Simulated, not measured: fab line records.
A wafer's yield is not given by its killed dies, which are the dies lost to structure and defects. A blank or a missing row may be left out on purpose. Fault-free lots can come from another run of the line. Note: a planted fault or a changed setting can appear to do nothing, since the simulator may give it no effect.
Matching of chambers / flow nand-harc / 4 sister chambers for NHARC_P_GATE_STRIP_108 on rie-diel-02
The step strips in O2. 8 wafers are shown with their chamber, then 8 later ones without.

## EACH WAFER AND ITS CHAMBER
wafer=L081.5; chamber=1; showerhead-plenum-p-Torr (Torr)=3.67; oes-product-au (a.u.)=1.008
wafer=L085.6; chamber=2; showerhead-plenum-p-Torr (Torr)=3.41; oes-product-au (a.u.)=1.009
wafer=L090.1; chamber=2; showerhead-plenum-p-Torr (Torr)=3.41; oes-product-au (a.u.)=0.990
wafer=L090.4; chamber=3; showerhead-plenum-p-Torr (Torr)=3.55; oes-product-au (a.u.)=1.006
wafer=L092.1; chamber=3; showerhead-plenum-p-Torr (Torr)=3.55; oes-product-au (a.u.)=1.015
wafer=L092.2; chamber=0; showerhead-plenum-p-Torr (Torr)=3.56; oes-product-au (a.u.)=1.001
wafer=L092.6; chamber=0; showerhead-plenum-p-Torr (Torr)=3.56; oes-product-au (a.u.)=0.988
wafer=L094.2; chamber=1; showerhead-plenum-p-Torr (Torr)=3.66; oes-product-au (a.u.)=0.984

## WAFERS MISSING THEIR CHAMBER
wafer=L094.4; showerhead-plenum-p-Torr (Torr)=3.54; oes-product-au (a.u.)=1.013
wafer=L094.5; showerhead-plenum-p-Torr (Torr)=3.66; oes-product-au (a.u.)=0.986
wafer=L096.1; showerhead-plenum-p-Torr (Torr)=3.54; oes-product-au (a.u.)=1.009
wafer=L096.2; showerhead-plenum-p-Torr (Torr)=3.66; oes-product-au (a.u.)=0.986
wafer=L096.6; showerhead-plenum-p-Torr (Torr)=3.66; oes-product-au (a.u.)=0.986
wafer=L097.3; showerhead-plenum-p-Torr (Torr)=3.54; oes-product-au (a.u.)=1.003
wafer=L097.4; showerhead-plenum-p-Torr (Torr)=3.55; oes-product-au (a.u.)=1.013
wafer=L097.6; showerhead-plenum-p-Torr (Torr)=3.40; oes-product-au (a.u.)=0.990

## THE CHAMBER EACH PASSED THROUGH
wafer=L094.4; from the rows above=3; in truth=3
wafer=L094.5; from the rows above=1; in truth=1
wafer=L096.1; from the rows above=3; in truth=3
wafer=L096.2; from the rows above=1; in truth=1
wafer=L096.6; from the rows above=1; in truth=1
wafer=L097.3; from the rows above=3; in truth=3
wafer=L097.4; from the rows above=3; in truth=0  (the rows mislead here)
wafer=L097.6; from the rows above=2; in truth=2
Placed correctly: 7 of 8. Not placeable from these rows: 0. Placed wrongly: 1.
How it was worked out, from the rows above alone: a wafer's distance from a chamber is the root of the sum, over the readings, of the square of ((its reading less the chamber's mean) divided by the reading's scatter). If the next closest chamber is less than 2 further off than the closest, the wafer can't be placed; otherwise it belongs to the closest. The mean given for a chamber averages the wafers shown for that chamber. How the scatter is found: for the shown wafers, subtract from each reading the mean of its chamber, square and add these, divide the total by (wafers less chambers), then take the root.
